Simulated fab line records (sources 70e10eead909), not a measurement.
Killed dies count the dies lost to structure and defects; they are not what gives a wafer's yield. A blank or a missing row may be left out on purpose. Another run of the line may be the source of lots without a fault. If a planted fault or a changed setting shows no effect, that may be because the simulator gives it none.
Problem report, 8D (eight disciplines) form, completed by code | flow nand harc | the parts of the form that need people (team, actions taken, sign-off) are left out

== 1. WHAT WENT WRONG ==
A mean of 576.0 is read at NHARC_END_SORT_01 for killed at periphery, taken on 1 wafer of 1 lot, against 3.5 (standard deviation 2.7) on wafers free of any fault. So: +99 or more standard deviations from the usual mean.
First seen on wafer L462.3, day 33 04:49, on prober-01. Wafers with a number at this step in the record: 12, from 4 lots. By rule, "out" or "out of limits" means more than 4 standard deviations away from the usual mean. All remaining wafers that have a number are taken as sound.

== 2. WHAT THIS IS AND IS NOT ==
question                    | is                                                     | is not
which readings at this step | killed at periphery, defect limited yield, killed dies | killed at array, killed at other, killed open, killed short
which lots                  | L462                                                   | L440, L444, L447
which wafers of those lots  | L462.3                                                 | L462.1, L462.5
read on which gauges        | prober-01                                              | prober-02
when                        | from day 33 04:49                                      | up to then (10 sound wafers); but 1 sound wafer of L462 came after

== 3. SUSPECTS, AND WHAT RULES EACH OUT ==
Counting: a tool at a process step up to the reading stays a suspect if it ran every lot that is out. Sound lots after the first of them don't rule it out here, since some wafers of a struck lot are sound.
- the gauge at NHARC_END_SORT_01: kept. All the wafers that are out were read on prober-01, and no step on other tools shows them out.
- rie diel-12 at NHARC_P_M2_ETCH_35 (etches the open film in N2/H2, target depth 40 nm, overetch 12 nm, time 43.94 s): kept. It ran the lot that is out, L462 (day 15 17:02); its last sound lot up to then is L444 (day 8 06:12).
- rie diel-12 at NHARC_P_M2_ETCH_15 (etches the open film in C4F8/Ar, target depth 182.5 nm, time 91.2 s): kept. It ran the lot that is out, L462 (day 15 17:14); its last sound lot up to then is L444 (day 8 06:25). NHARC_P_M2_ETCH_15 gives no start for some lots, so the hours and the order of its lots are those of NHARC_P_M2_CD_MEAS_16.
- rie diel-03 at NHARC_P_M2_ETCH_28 (etches the open film in CF4/N2, target depth 30 nm, time 72.99 s): kept. It ran the lot that is out, L462 (day 15 17:58); its last sound lot up to then is L444 (day 8 07:07). NHARC_P_M2_ETCH_28 gives no start for some lots, so the hours and the order of its lots are those of NHARC_P_M2_DEGAS_29.
- pvd sputter-02 at NHARC_P_M2_DEGAS_29 (time 60 s): kept. It ran the lot that is out, L462 (day 15 17:58); its last sound lot up to then is L447 (day 9 08:29).
- ecd cu-01 at NHARC_P_M2_ECD_22 (material Cu, target thk 400 nm): kept. It ran the lot that is out, L462 (day 15 18:19); its last sound lot up to then is L444 (day 8 07:35).
- pecvd-02 at NHARC_P_M2_PRE_CLEAN_32 (time 12 s): kept. It ran the lot that is out, L462 (day 15 19:37); its last sound lot up to then is L447 (day 9 10:05).
- rie diel-12, NHARC_P_M2_ETCH_35: wafers that are out in chamber 3, sound lot-mates in chambers 0, 1.
- rie diel-12, NHARC_P_M2_ETCH_15: wafers that are out in chamber 2, sound lot-mates in chambers 1, 3.
- The sound lot-mates ran in chamber 1 of rie diel-03 at NHARC_P_M2_ETCH_28, but the wafers that are out ran in chamber 2.
- The sound lot-mates ran in chamber 1 of pecvd-02 at NHARC_P_M2_PRE_CLEAN_32, but the wafers that are out ran in chamber 0.
Left after counting: rie diel-12 at NHARC_P_M2_ETCH_35, rie diel-12 at NHARC_P_M2_ETCH_15, rie diel-03 at NHARC_P_M2_ETCH_28, pvd sputter-02 at NHARC_P_M2_DEGAS_29, ecd cu-01 at NHARC_P_M2_ECD_22, pecvd-02 at NHARC_P_M2_PRE_CLEAN_32, prober-01 at NHARC_END_SORT_01.

== 4. THE CAUSE (what the simulator had put in) ==
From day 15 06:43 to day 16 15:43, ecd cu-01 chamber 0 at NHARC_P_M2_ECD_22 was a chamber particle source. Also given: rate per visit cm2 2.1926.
Counting left 7 suspects, and this tool is among them.

== 5. SEQUENCE OF EFFECTS, ordered by route ==
Each row: a reading where the mean over the struck wafers with a number is more than 3 standard deviations away from the usual. Scope: only readings with a usual standard deviation given in the record; hours: median across lots of the time from each lot's start at the first step in this table that gives one to its start at this step; sigmas: change in usual standard deviations.
hours | step              | reading              | usual | on struck wafers | change | sigmas
0     | NHARC_END_SORT_01 | defect limited yield | 91 %  | 11               | -80    | -27
0     | NHARC_END_SORT_01 | killed at periphery  | 3.5   | 576.0            | +572.5 | +99 or more
0     | NHARC_END_SORT_01 | killed dies          | 60    | 600              | +540   | +27

== 6. WHAT WOULD HAVE CAUGHT IT SOONER ==
The first out-of-limits reading at a measuring or inspecting step in this record came at day 33 04:49, 430 hours after the fault's start at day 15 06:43.
Each of the lots that are out, 1 in all, had begun NHARC_P_M2_ECD_22 on ecd cu-01 no later than day 33 04:49. Tool hold at that time: it would have spared none of them.
